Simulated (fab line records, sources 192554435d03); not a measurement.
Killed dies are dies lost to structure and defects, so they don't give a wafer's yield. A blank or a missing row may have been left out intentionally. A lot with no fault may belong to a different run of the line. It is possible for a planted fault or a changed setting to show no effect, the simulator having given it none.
fab line records	flow n5Finfet
[record] lots = 7	wafers = 21
route steps=1938 shown BEOL_M5@1141 BEOL_M6@1224 BEOL_M9@1464 BEOL_M10@1470
startH: hours from the record's opening day to when the first of the lot's shown wafers began	waitH: how many hours have passed since the lot's step before this one	" repeats the value in the row above	L1.1+2: a row that stands for several wafers	- value missing, or start not given	* or withheld: withheld	< > ~ a bound
route shown NAME@n: NAME is a module with steps in the file, n the number in the route of the first one	usual: average and standard deviation across the fault-free wafers	same: alike in all rows	chamber/n: place in a boat	sites: readings site by site	_std_site: how widely they spread, as a standard deviation	_edge_site: mean of outer sites minus mean of inner sites	radiusMm: how far each site lies from the wafer's centre	mask NAME#n: copy n	behind: tool/chamber where the wafer was last shaped	hold: the reason the lot was held/the length of the hold in hours/how it ended	device: the n, p or np transistor that did not switch	end of line: tests of these same wafers at the route's end	for a step that has no rows: nothing shown but its recipe	killed: not the wafer's yield, but the dies lost to structure and defects at the first sort	map: the dies of a wafer, with x for killed, . for not killed, _ for no die there
set.NAME: the setting that was run; set.NAME@STEP: the one run at that earlier step	model.NAME: the simulator's own value behind a step, which no gauge read
lots where settings were altered on purpose, with a table for each step and a row for each wafer
[[steps]]
[step N5_BEOL_M5_COAT_74]
[recipe] resist = underlayer	tempC = 205	timeS = 60	spinRpm = 1500	resistThkNm = 5
lot.wafer	tool	chamber	startH	waitH	set.spinRpm
L075.1+6	lithoTrack-01	0	-	-	1500
L075.3	"	0	"	"	1636
L074.2+4+6	lithoTrack-01	0	-	-	1500
L077.3	lithoTrack-05	0	-	-	1500
L077.4+6	"	0	"	"	1601
L082.1+2+3	lithoTrack-05	0	-	-	1500
L086.2+5	lithoTrack-05	0	-	-	1620
L086.6	"	0	"	"	1500
L090.1+3	lithoTrack-03	0	-	-	1500
L090.5	"	0	"	"	1416
L092.1+5	lithoTrack-05	0	-	-	1500
L092.4	"	0	"	"	1605
[step N5_BEOL_M5_COAT_22]
[recipe] resist = CAR-EUV	spinRpm = 1500	resistThkNm = 30
[step N5_BEOL_M5_EBR_24]
[recipe] solvent = PGMEA	ebrWidthMm = 1.5
[step N5_BEOL_M5_DESCUM_33]
[recipe] chemistry = O2	timeS = 7	sourcePowerW = 50	biasPowerW = 20	pressureMtorr = 20	rfFrequencyHz = 2.712e+07	tempC = 40	resist = CAR-EUV	o2FlowSccm = 225
[step N5_BEOL_M5_ETCH_75]
[recipe] chemistry = N2/H2	target = underlayer	targetDepthA = 65	maskMaterial = CAR-EUV	timeS = 5.2	ionEnergyEv = 200	pressureMtorr = 30	sourceW = 840	biasW = 150	n2FlowSccm = 200	h2FlowSccm = 200	ends = cleared
lot.wafer	tool	chamber	startH	waitH	set.spinRpm@BEOL_M5_COAT_74	model.etch.depthNm
L075.1	rieDiel-06	2	193.76	0.0	1500	5.002
L075.3	"	1	"	"	1636	4.79
L075.6	"	0	"	"	1500	4.99
L074.2	rieDiel-06	3	194.43	0.0	1500	5.016
L074.4	"	2	"	"	1500	5.022
L074.6	"	2	"	"	1500	4.992
L077.3	rieDiel-03	0	217.68	0.0	1500	4.983
L077.4	"	1	"	"	1601	4.838
L077.6	"	0	"	"	1601	4.833
L082.1	rieDiel-06	2	239.49	0.0	1500	4.987
L082.2	"	3	"	"	1500	4.977
L082.3	"	0	"	"	1500	4.992
L086.2	rieDiel-05	3	270.10	0.0	1620	4.797
L086.5	"	0	"	"	1620	4.804
L086.6	"	1	"	"	1500	4.993
L090.1	rieDiel-03	1	281.65	0.0	1500	4.995
L090.3	"	0	"	"	1500	4.972
L090.5	"	2	"	"	1416	5.147
L092.1	rieDiel-03	2	292.14	0.0	1500	5.001
L092.4	"	1	"	"	1605	4.838
L092.5	"	1	"	"	1500	4.991
[step N5_BEOL_M5_ETCH_67]
[recipe] chemistry = CF4	target = SiARC	targetDepthA = 156	maskMaterial = CAR-EUV	timeS = 26	ionEnergyEv = 80	pressureMtorr = 40	sourceW = 545	biasW = 36	Ar_flow_sccm = 100	cf4FlowSccm = 100	ends = cleared
lot.wafer	tool	chamber	startH	waitH	set.spinRpm@BEOL_M5_COAT_66	model.etch.depthNm
L075.1	rieDiel-06	2	193.78	0.0	1500	12.07
L075.3	"	1	"	"	1500	12.01
L075.6	"	0	"	"	1500	12.04
L074.2	rieDiel-06	3	194.45	0.0	1500	12
L074.4	"	2	"	"	1500	11.95
L074.6	"	2	"	"	1500	12.04
L077.3	rieDiel-03	0	217.70	0.0	1583	11.66
L077.4	"	1	"	"	1583	11.71
L077.6	"	0	"	"	1500	12.01
L082.1	rieDiel-06	2	239.51	0.0	1500	11.99
L082.2	"	3	"	"	1598	11.62
L082.3	"	0	"	"	1500	12
L086.2	rieDiel-05	3	270.12	0.0	1500	12.01
L086.5	"	0	"	"	1500	11.98
L086.6	"	1	"	"	1500	12.02
L090.1	rieDiel-03	1	281.66	0.0	1626	11.56
L090.3+5	"	0,2	"	"	1626	11.51
L092.1	rieDiel-03	2	292.16	0.0	1356	12.59
L092.4	"	1	"	"	1500	11.91
L092.5	"	1	"	"	1500	11.93
[step N5_BEOL_M6_EXPOSE_25]
[recipe] maskId = V5	na = 0.33	sourceShape = annular	sigmaInner = 0.4	sigmaOuter = 0.8	polarization = unpolarized	targetCdNm = 40	doseMj = 45
lot.wafer	tool	chamber	startH	waitH	mask	set.doseMj
L075.1+3+6	euvScanner-01	0	204.37	-	V5#0	45
L074.2+4+6	euvScanner-02	0	205.63	-	V5#0	45
L077.3+6	euvScanner-01	0	231.06	-	V5#0	47.42
L077.4	"	0	"	"	V5#0	45
L082.1+2	euvScanner-01	0	254.01	-	V5#0	45
L082.3	"	0	"	"	V5#0	42.06
L086.2+6	euvScanner-01	0	283.40	-	V5#0	45
L086.5	"	0	"	"	V5#0	42.89
L090.1	euvScanner-01	0	294.32	-	V5#0	45
L090.3+5	"	0	"	"	V5#0	43.33
L092.1	euvScanner-01	0	304.01	-	V5#0	47.77
L092.4+5	"	0	"	"	V5#0	45
[step N5_BEOL_M6_PEB_26]
[recipe] pebTempC = 100	pebTimeS = 60	resist = CAR-EUV
[step N5_BEOL_M6_DEVELOP_27]
[recipe] developTimeS = 30	developer = TMAH	resist = CAR-EUV	rinseLiquid = surfactantRinse	dry = airSpin	devTempC = 23
[step N5_BEOL_M6_CD_MEAS_28]
[recipe] targetCdNm = 40	landingEnergyEv = 500	detector = seInlens
[usual] cdNm = 40.04/0.23
lot.wafer	tool	chamber	startH	waitH	set.doseMj@BEOL_M6_EXPOSE_25	cdNm
L075.1	cdSem-02	0	204.51	-	45	39.76
L075.3	"	0	"	"	45	39.92
L075.6	"	0	"	"	45	39.89
L074.2	cdSem-01	0	205.76	-	45	40.11
L074.4	"	0	"	"	45	40.07
L074.6	"	0	"	"	45	39.68
L077.3	cdSem-02	0	231.19	-	47.42	41.04
L077.4	"	0	"	"	45	39.89
L077.6	"	0	"	"	47.42	41.28
L082.1	cdSem-01	0	254.14	-	45	40.24
L082.2	"	0	"	"	45	40.29
L082.3	"	0	"	"	42.06	38.01
L086.2	cdSem-02	0	283.53	-	45	40.19
L086.5	"	0	"	"	42.89	38.91
L086.6	"	0	"	"	45	39.75
L090.1	cdSem-03	0	294.45	-	45	40.21
L090.3	"	0	"	"	43.33	39.49
L090.5	"	0	"	"	43.33	39.22
L092.1	cdSem-02	0	304.14	-	47.77	41.30
L092.4	"	0	"	"	45	40.11
L092.5	"	0	"	"	45	39.88
[step N5_BEOL_M6_DESCUM_33]
[recipe] chemistry = O2	timeS = 7	sourcePowerW = 50	biasPowerW = 20	pressureMtorr = 20	rfFrequencyHz = 2.712e+07	tempC = 40	resist = CAR-EUV	o2FlowSccm = 225
lot.wafer	tool	chamber	startH	waitH	set.doseMj@BEOL_M6_EXPOSE_25	model.BEOL_M6.cdNm
L075.1+3	rieDiel-01	3,2	204.89	0.3	45	40
L075.6	"	3	"	"	45	39.8
L074.2	rieDiel-04	2	205.88	0.0	45	40
L074.4+6	"	0,3	"	"	45	39.8
L077.3+6	rieDiel-04	3,2	231.31	0.0	47.42	41.2
L077.4	"	3	"	"	45	40
L082.1+2	rieDiel-02	1,0	254.28	0.0	45	40
L082.3	"	3	"	"	42.06	38.4
L086.2	rieDiel-02	2	283.65	0.0	45	40.2
L086.5	"	1	"	"	42.89	38.6
L086.6	"	2	"	"	45	40
L090.1	rieDiel-02	0	294.57	0.0	45	40
L090.3	"	3	"	"	43.33	39.2
L090.5	"	0	"	"	43.33	39
L092.1	rieDiel-02	0	304.42	0.2	47.77	41.2
L092.4	"	0	"	"	45	40
L092.5	"	3	"	"	45	40.2
[step N5_BEOL_M6_ETCH_72]
[recipe] chemistry = N2/H2	target = underlayer	targetDepthA = 65	maskMaterial = CAR-EUV	timeS = 5.2	ionEnergyEv = 200	pressureMtorr = 30	sourceW = 840	biasW = 150	n2FlowSccm = 200	h2FlowSccm = 200	ends = cleared
[step N5_BEOL_M6_ETCH_65]
[recipe] chemistry = CF4	target = SiARC	targetDepthA = 156	maskMaterial = CAR-EUV	timeS = 26	ionEnergyEv = 80	pressureMtorr = 40	sourceW = 545	biasW = 36	Ar_flow_sccm = 100	cf4FlowSccm = 100	ends = cleared
[step N5_BEOL_M6_ETCH_66]
[recipe] chemistry = N2/H2	target = SOC	targetDepthA = 800	overetchA = 160	maskMaterial = SiARC	tempC = 40	timeS = 120	ionEnergyEv = 200	pressureMtorr = 30	sourceW = 840	biasW = 150	n2FlowSccm = 200	h2FlowSccm = 200
lot.wafer	tool	chamber	startH	waitH	set.doseMj@BEOL_M6_EXPOSE_25	model.BEOL_M6.cdNm
L075.1+3	rieDiel-01	3,2	204.97	0.0	45	40
L075.6	"	3	"	"	45	39.8
L074.2	rieDiel-04	2	205.96	0.0	45	40.2
L074.4	"	0	"	"	45	39.6
L074.6	"	3	"	"	45	39.8
L077.3+6	rieDiel-04	3,2	231.39	0.0	47.42	41.2
L077.4	"	3	"	"	45	39.8
L082.1+2	rieDiel-02	1,0	254.36	0.0	45	40
L082.3	"	3	"	"	42.06	38.6
L086.2	rieDiel-02	2	283.73	0.0	45	40.2
L086.5	"	1	"	"	42.89	38.4
L086.6	"	2	"	"	45	40
L090.1	rieDiel-02	0	294.65	0.0	45	40.2
L090.3+5	"	3,0	"	"	43.33	39.2
L092.1	rieDiel-02	0	304.50	0.0	47.77	41.4
L092.4+5	"	0,3	"	"	45	40.2
[step N5_BEOL_M6_STRIP_69]
[recipe] chemistry = N2/H2	tempC = 40	n2FlowSccm = 200	h2FlowSccm = 200	rfFrequencyHz = 6e+07
[step N5_BEOL_M6_STRIP_73]
[recipe] chemistry = N2/H2	tempC = 40	n2FlowSccm = 200	h2FlowSccm = 200	rfFrequencyHz = 6e+07
[step N5_BEOL_M6_VIA_ETCH_34]
[recipe] chemistry = C4F6/O2	target = SiCOH_lowk	targetDepthA = 1263	maskMaterial = SOC	taperDeg = 4	timeS = 50.9	ionEnergyEv = 250	pressureMtorr = 30	sourceW = 345	biasW = 185	Ar_flow_sccm = 300	C4F6_flow_sccm = 10	O2_flow_sccm = 10
lot.wafer	tool	chamber	startH	waitH	set.doseMj@BEOL_M6_EXPOSE_25	model.BEOL_M6.cdNm
L075.1+3+6	rieDiel-01	3,2,3	205.07	0.0	45	40
L074.2	rieDiel-04	2	206.06	0.0	45	40
L074.4	"	0	"	"	45	39.6
L074.6	"	3	"	"	45	39.8
L077.3+6	rieDiel-04	3,2	231.49	0.0	47.42	41.2
L077.4	"	3	"	"	45	39.8
L082.1	rieDiel-02	1	254.46	0.0	45	40.2
L082.2	"	0	"	"	45	40
L082.3	"	3	"	"	42.06	38.8
L086.2	rieDiel-02	2	283.83	0.0	45	40.2
L086.5	"	1	"	"	42.89	38.4
L086.6	"	2	"	"	45	40
L090.1	rieDiel-02	0	294.75	0.0	45	40.4
L090.3+5	"	3,0	"	"	43.33	39.4
L092.1	rieDiel-02	0	304.60	0.0	47.77	41.6
L092.4	"	0	"	"	45	40.4
L092.5	"	3	"	"	45	40.6
[step N5_BEOL_M9_CMP_52]
[recipe] stopOn = SiCOH_lowk	tOverpolishS = 7	downForcePsi = 1	platenRpm = 50	clearingPlatenDownForcePsi = 1.5	clearingPlatenRpm = 50	postCmpClean = cuAlkaline	targetThkNm = 140	clearingPlatenPadVelocityMS = 0.99484	padVelocityMS = 0.99484
[usual] barrierFieldEndpointS = 29.0/0.85
lot.wafer	tool	chamber	startH	waitH	set.downForcePsi	barrierFieldEndpointS
L075.1	cmp-04	1	234.41	0.7	1.174	23.3
L075.3	"	2	"	"	1	29.0
L075.6	"	0	"	"	1.174	24.5
L074.2	cmp-04	1	234.56	0.6	1	27.5
L074.4	"	3	"	"	1	28.5
L074.6	"	1	"	"	1	27.9
L077.3	cmp-04	3	264.92	0.2	1	27.3
L077.4	"	2	"	"	1	29.4
L077.6	"	3	"	"	1	28.0
L082.2	cmp-01	0	283.86	0.2	0.8299	33.8
L082.3	"	1	"	"	1	29.7
L082.1	"	2	"	"	0.8299	35.6
L086.2	cmp-01	3	308.44	0.3	1	29.6
L086.6	"	0	"	"	1	29.6
L086.5	"	1	"	"	1	30.4
L090.1	cmp-04	1	323.58	0.3	1	28.6
L090.3	"	3	"	"	1	29.8
L090.5	"	1	"	"	0.9221	31.6
L092.1	cmp-04	1	327.96	0.3	1	27.3
L092.4	"	2	"	"	1	28.7
L092.5	"	1	"	"	1	28.3
[step N5_BEOL_M10_ILD_DEP_00]
[recipe] material = SiCOH_lowk	targetThkA = 3085.1	tempC = 300	precursor = DEMS/porogen	pressureTorr = 5	rfW = 500	timeS = 58
lot.wafer	tool	chamber	startH	waitH	set.timeS	model.SiCOH_lowk_of_BEOL_M10_ILD_DEP_00.thkNm
L075.1	pecvd-01	1	234.86	0.0	58	306
L075.3	"	2	"	"	58	307.8
L075.6	"	0	"	"	58	312
L074.2	pecvd-01	2	235.08	0.0	58	310.8
L074.4	"	2	"	"	58	316
L074.6	"	0	"	"	58	311
L077.3	pecvd-01	2	265.41	0.0	58	304.6
L077.4	"	2	"	"	58	312.4
L077.6	"	1	"	"	58	311.4
L082.1	pecvd-01	2	284.35	0.0	61.72	326.4
L082.2	"	0	"	"	58	308.4
L082.3	"	1	"	"	61.72	325.6
L086.2	pecvd-01	0	308.82	0.0	58	303
L086.5	"	1	"	"	52.48	285.6
L086.6	"	2	"	"	52.48	283.2
L090.1	pecvd-02	0	324.04	0.0	58	304.8
L090.3	"	2	"	"	58	303
L090.5	"	0	"	"	58	304.6
L092.1	pecvd-04	0	328.42	0.0	58	303.4
L092.4	"	2	"	"	58	311.6
L092.5	"	1	"	"	58	314.6
[step N5_BEOL_M10_CURE_71]
[recipe] tempC = 385	timeS = 240	ambient = He/Ar	material = SiCOH_lowk
lot.wafer	tool	chamber	startH	waitH	set.timeS@BEOL_M10_ILD_DEP_00	model.SiCOH_lowk_of_BEOL_M10_ILD_DEP_00.thkNm
L075.1	uvCure-02	0	234.93	0.0	58	265.8
L075.3	"	0	"	"	58	267.4
L075.6	"	0	"	"	58	271
L074.2	uvCure-03	1	235.24	0.1	58	270
L074.4	"	1	"	"	58	274.6
L074.6	"	1	"	"	58	270.2
L077.3	uvCure-02	2	265.65	0.2	58	264.6
L077.4	"	2	"	"	58	271.4
L077.6	"	2	"	"	58	270.4
L082.1	uvCure-01	0	284.57	0.2	61.72	283.8
L082.2	"	0	"	"	58	268
L082.3	"	0	"	"	61.72	283.2
L086.2	uvCure-01	0	308.97	0.1	58	263.2
L086.5	"	0	"	"	52.48	247.8
L086.6	"	0	"	"	52.48	245.6
L090.1	uvCure-02	1	324.12	0.0	58	264.8
L090.3	"	1	"	"	58	263.2
L090.5	"	1	"	"	58	264.6
L092.1	uvCure-03	0	328.50	0.0	58	263.6
L092.4	"	0	"	"	58	270.8
L092.5	"	0	"	"	58	273.4
[step N5_BEOL_M10_THK_MEAS_01]
[recipe] reads = SiCOH_lowk_of_BEOL_M10_ILD_DEP_00
[usual] M10_ILD_THK = 268/3.2
lot.wafer	tool	chamber	startH	waitH	set.timeS@BEOL_M10_ILD_DEP_00	M10_ILD_THK[nm]
L075.1	filmMetro-01	-	235.45	0.4	58	266
L075.3	"	-	"	"	58	267
L075.6	"	-	"	"	58	271
L074.2	filmMetro-01	-	235.68	0.4	58	270
L074.4	"	-	"	"	58	275
L074.6	"	-	"	"	58	270
L077.3	filmMetro-01	-	266.00	0.3	58	264
L077.4	"	-	"	"	58	272
L077.6	"	-	"	"	58	270
L082.1	filmMetro-02	-	285.09	0.4	61.72	284
L082.2	"	-	"	"	58	268
L082.3	"	-	"	"	61.72	283
L086.2	filmMetro-02	-	309.41	0.4	58	263
L086.5	"	-	"	"	52.48	248
L086.6	"	-	"	"	52.48	245
L090.1	filmMetro-01	-	324.63	0.4	58	265
L090.3	"	-	"	"	58	263
L090.5	"	-	"	"	58	264
L092.1	filmMetro-02	-	329.01	0.4	58	263
L092.4	"	-	"	"	58	271
L092.5	"	-	"	"	58	273
[step N5_BEOL_M10_EXPOSE_08]
[recipe] maskId = M10	na = 1.35	sourceShape = dipole	sigmaInner = 0.411	sigmaOuter = 0.611	polarization = te	doseMj = 53.75
lot.wafer	tool	chamber	startH	waitH	mask	set.doseMj
L075.1+3	arfiScanner-01	0	236.56	-	M10#0	52.2
L075.6	"	0	"	"	M10#0	53.75
L074.2+4+6	arfiScanner-01	0	236.62	-	M10#0	53.75
L077.3	arfiScanner-01	0	267.15	-	M10#0	55.42
L077.4+6	"	0	"	"	M10#0	53.75
L082.1+2+3	arfiScanner-01	0	286.59	-	M10#0	53.75
L086.2+6	arfiScanner-01	0	313.26	-	M10#0	53.75
L086.5	"	0	"	"	M10#0	52.46
L090.1	arfiScanner-03	0	326.09	-	M10#0	50.39
L090.3+5	"	0	"	"	M10#0	53.75
L092.1+5	arfiScanner-01	0	330.48	-	M10#0	53.75
L092.4	"	0	"	"	M10#0	55.93
[step N5_BEOL_M10_PEB_09]
[recipe] pebTempC = withheld	pebTimeS = 60	resist = CAR-ArF
[step N5_BEOL_M10_DEVELOP_10]
[recipe] developTimeS = 30	developer = TMAH	resist = CAR-ArF	rinseLiquid = diw	dry = airSpin	devTempC = 23
[step N5_BEOL_M10_CD_MEAS_11]
[recipe] targetCdNm = 64.1	landingEnergyEv = 500	detector = seInlens	polarity = opening
[usual] cdNm = 64.1/0.53
lot.wafer	tool	chamber	startH	waitH	set.doseMj@BEOL_M10_EXPOSE_08	cdNm
L075.1	cdSem-03	0	236.69	-	52.2	62.1
L075.3	"	0	"	"	52.2	62.6
L075.6	"	0	"	"	53.75	63.7
L074.2	cdSem-02	0	236.75	-	53.75	64.5
L074.4	"	0	"	"	53.75	65.2
L074.6	"	0	"	"	53.75	65.4
L077.3	cdSem-01	0	267.27	-	55.42	65.6
L077.4	"	0	"	"	53.75	64.0
L077.6	"	0	"	"	53.75	63.3
L082.1	cdSem-01	0	286.72	-	53.75	64.8
L082.2	"	0	"	"	53.75	65.2
L082.3	"	0	"	"	53.75	64.8
L086.2	cdSem-01	0	313.38	-	53.75	64.7
L086.5	"	0	"	"	52.46	62.8
L086.6	"	0	"	"	53.75	63.5
L090.1	cdSem-03	0	326.22	-	50.39	60.4
L090.3	"	0	"	"	53.75	64.3
L090.5	"	0	"	"	53.75	63.7
L092.1	cdSem-01	0	330.61	-	53.75	64.6
L092.4	"	0	"	"	55.93	66.1
L092.5	"	0	"	"	53.75	64.4
[[key]]
[split] step = N5_BEOL_M5_COAT_74	setting = spinRpm	stated = 1500	by = wafer
[response] step = N5_BEOL_M5_ETCH_75	reading = model.etch.depthNm	change = -0.0236	per = 1%	r = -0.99
[split] step = N5_BEOL_M6_EXPOSE_25	setting = doseMj	stated = 45	by = wafer
[response] step = N5_BEOL_M6_CD_MEAS_28	reading = cdNm	change = +0.26	per = 1%	r = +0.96
[response] step = N5_BEOL_M6_DESCUM_33	reading = model.BEOL_M6.cdNm	change = +0.234	per = 1%	r = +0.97
[response] step = N5_BEOL_M6_ETCH_66	reading = model.BEOL_M6.cdNm	change = +0.246	per = 1%	r = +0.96
[response] step = N5_BEOL_M6_VIA_ETCH_34	reading = model.BEOL_M6.cdNm	change = +0.237	per = 1%	r = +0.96
[split] step = N5_BEOL_M9_CMP_52	setting = downForcePsi	stated = 1	by = wafer
[response] step = N5_BEOL_M9_CMP_52	reading = barrierFieldEndpointS	change = -0.293	per = 1%	r = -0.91
[split] step = N5_BEOL_M10_ILD_DEP_00	setting = timeS	stated = 58	by = wafer
[response] step = N5_BEOL_M10_ILD_DEP_00	reading = model.SiCOH_lowk_of_BEOL_M10_ILD_DEP_00.thkNm	change = +2.2	per = 1%	r = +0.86
[response] step = N5_BEOL_M10_CURE_71	reading = model.SiCOH_lowk_of_BEOL_M10_ILD_DEP_00.thkNm	change = +1.95	per = 1%	r = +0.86
[response] step = N5_BEOL_M10_THK_MEAS_01	reading = M10_ILD_THK	change = +1.95	per = 1%	r = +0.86
[split] step = N5_BEOL_M10_EXPOSE_08	setting = doseMj	stated = 53.75	by = wafer
[response] step = N5_BEOL_M10_CD_MEAS_11	reading = cdNm	change = +0.53	per = 1%	r = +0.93
split outsideThisFile step=N5_BEOL_M5_COAT_66 setting=spinRpm
// split outsideThisFile: this setting was split too, and the file shows its column; the key of that split is in another file
